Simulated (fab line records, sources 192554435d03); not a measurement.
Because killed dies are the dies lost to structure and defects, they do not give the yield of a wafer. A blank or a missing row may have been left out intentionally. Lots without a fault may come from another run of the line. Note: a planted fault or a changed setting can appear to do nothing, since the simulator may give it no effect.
Split-lot trial    flow n5_finfet    on a route of 1938 steps: 7 lots, 21 wafers read

## ON THE SPLIT
At N5_BEOL_M7_PECVD_70 (deposits SiO2 from TEOS/O2, target thk 20 nm, time 22.7 s), the setting temp_c was moved away from the recipe's 400 C on 7 of the 21 wafers read, by -3.6% to +4.1%. All remaining wafers had this setting at the recipe value.

## FROM THE SPLIT TO THE READING: what the file shows between them, 7 steps
- N5_BEOL_M7_COAT_05: resist thk 90 nm (also split here: spin_rpm)
- N5_BEOL_M7_EBR_07
- N5_BEOL_M7_SOFTBAKE_06: time 60 s
- N5_BEOL_M7_EXPOSE_08: exposes mask M7
- N5_BEOL_M7_PEB_09: peb time 60 s
- N5_BEOL_M7_DEVELOP_10: develop time 30 s
- N5_BEOL_M7_STRIP_80: strips in N2/H2, time 10 s

## THE READING
SiO2_of_BEOL_M7_PECVD_70.thk_nm (the simulator's own value, which no gauge read), in nm, at N5_BEOL_M7_HM_STRIP_39 (strips TiN in peroxide tin strip, target depth 25 nm, time 158 s). No usual value for it is given in the file. Average 19.9 nm, standard deviation 0.27 nm, over the 14 wafers here run with the recipe.

wafer   tool, chamber at the split  temp_c as run, C  against the recipe  SiO2_of_BEOL_M7_PECVD_70.thk_nm, nm  against lot-mates on the recipe
L076.2  pecvd-02, 1                 400               recipe              19.8                                 -
L076.4  pecvd-02, 1,0               413.4             +3.3%               18.2                                 -1.6
L076.5  pecvd-02, 1,0               413.4             +3.3%               18.2                                 -1.6
L078.1  pecvd-04, 0                 400               recipe              19.8                                 -
L078.3  pecvd-04, 0                 400               recipe              20.2                                 -
L078.4  pecvd-04, 0                 400               recipe              20.4                                 -
L083.1  pecvd-01, 0                 385.6             -3.6%               21.6                                 +1.6
L083.5  pecvd-01, 2,1               400               recipe              20                                   -
L083.6  pecvd-01, 2,1               400               recipe              20                                   -
L090.4  pecvd-02, 1                 400               recipe              20                                   -
L090.5  pecvd-02, 0                 395               -1.2%               20.8                                 +0.9
L090.6  pecvd-02, 1                 400               recipe              19.8                                 -
L093.1  pecvd-02, 1,2               400               recipe              19.6                                 -
L093.2  pecvd-02, 1,2               400               recipe              19.6                                 -
L093.3  pecvd-02, 0                 400               recipe              20.2                                 -
L092.1  pecvd-02, 2                 400               recipe              19.4                                 -
L092.3  pecvd-02, 2,1               405.4             +1.3%               19.2                                 -0.2
L092.6  pecvd-02, 2,1               405.4             +1.3%               19.2                                 -0.2
L097.3  pecvd-04, 2                 416.3             +4.1%               17.6                                 -2.2
L097.4  pecvd-04, 1                 400               recipe              20                                   -
L097.5  pecvd-04, 0                 400               recipe              19.6                                 -
The file does not say which wafer passed through which chamber wherever a row lists several chambers: such a row stands for several wafers.

FIT RESULTS
A straight line over all 21 wafers: SiO2_of_BEOL_M7_PECVD_70.thk_nm changes by -0.521 nm for each +1% of temp_c; r = -0.96; the points scatter about the line by 0.25 nm.
The same after taking each lot's own level away (the mean of its wafers on the recipe; 21 wafers): -0.48 nm for each +1%; r = -0.96; scatter 0.24 nm.
The reading moves by 2 nm for the largest change in temp_c, on that fit.
From 19.40 to 20.13 nm: that is the span of the lots' own levels, equal to 2.7 times the standard deviation above.
The two slopes agree, so the slope changes little with the lot-to-lot level.
Check: -1.79 nm against its lot-mates is what the line predicts for one of the wafers moved furthest among these (+4.1%) when that wafer is left out of the fit. Against them it came out at -2.2 nm.

## THESE WAFERS: OTHER SPLITS
Other splits were also applied to these wafers ahead of the reading. Each is held against what the fit with the lots' levels taken away leaves over:
other split on the same wafers             wafers away from the commonest value  r with SiO2_of_BEOL_M7_PECVD_70.thk_nm (lot level and that fit taken away)
N5_BEOL_M0_SAQP_ETCH_107 bias_w            9                                     -0.24
N5_BEOL_M0_CUTY_DESCUM_61 time_s           10                                    -0.05
N5_BEOL_M0_TRENCH_ETCH_107 target_depth_a  6                                     +0.40
N5_BEOL_M1_PECVD_72 time_s                 5                                     +0.26
N5_BEOL_M1_COAT_05 spin_rpm                10                                    +0.51
N5_BEOL_M3_COAT_62 spin_rpm                3                                     -0.27
N5_BEOL_M5_ETCH_72 bias_w                  5                                     +0.07
N5_BEOL_M5_COAT_66 spin_rpm                8                                     +0.35
N5_BEOL_M7_COAT_05 spin_rpm                9                                     +0.01

## THE WHOLE CHAIN: every reading that the file lists as answering this split, in the file's order
step                    what it does                                                      reading                                                                           change (the file's fit)                r (the file's)
N5_BEOL_M7_PECVD_70     deposits SiO2 from TEOS/O2, target thk 20 nm, time 22.7 s         SiO2_of_BEOL_M7_PECVD_70.thk_nm (the simulator's own value, which no gauge read)  -0.496 nm for each +1% of the setting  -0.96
N5_BEOL_M7_HM_STRIP_39  strips TiN in peroxide tin strip, target depth 25 nm, time 158 s  SiO2_of_BEOL_M7_PECVD_70.thk_nm (the simulator's own value, which no gauge read)  -0.486 nm for each +1% of the setting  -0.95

## THE FILE'S OWN FIT
SiO2_of_BEOL_M7_PECVD_70.thk_nm changes by -0.486 nm for each +1% of temp_c, r = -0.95.
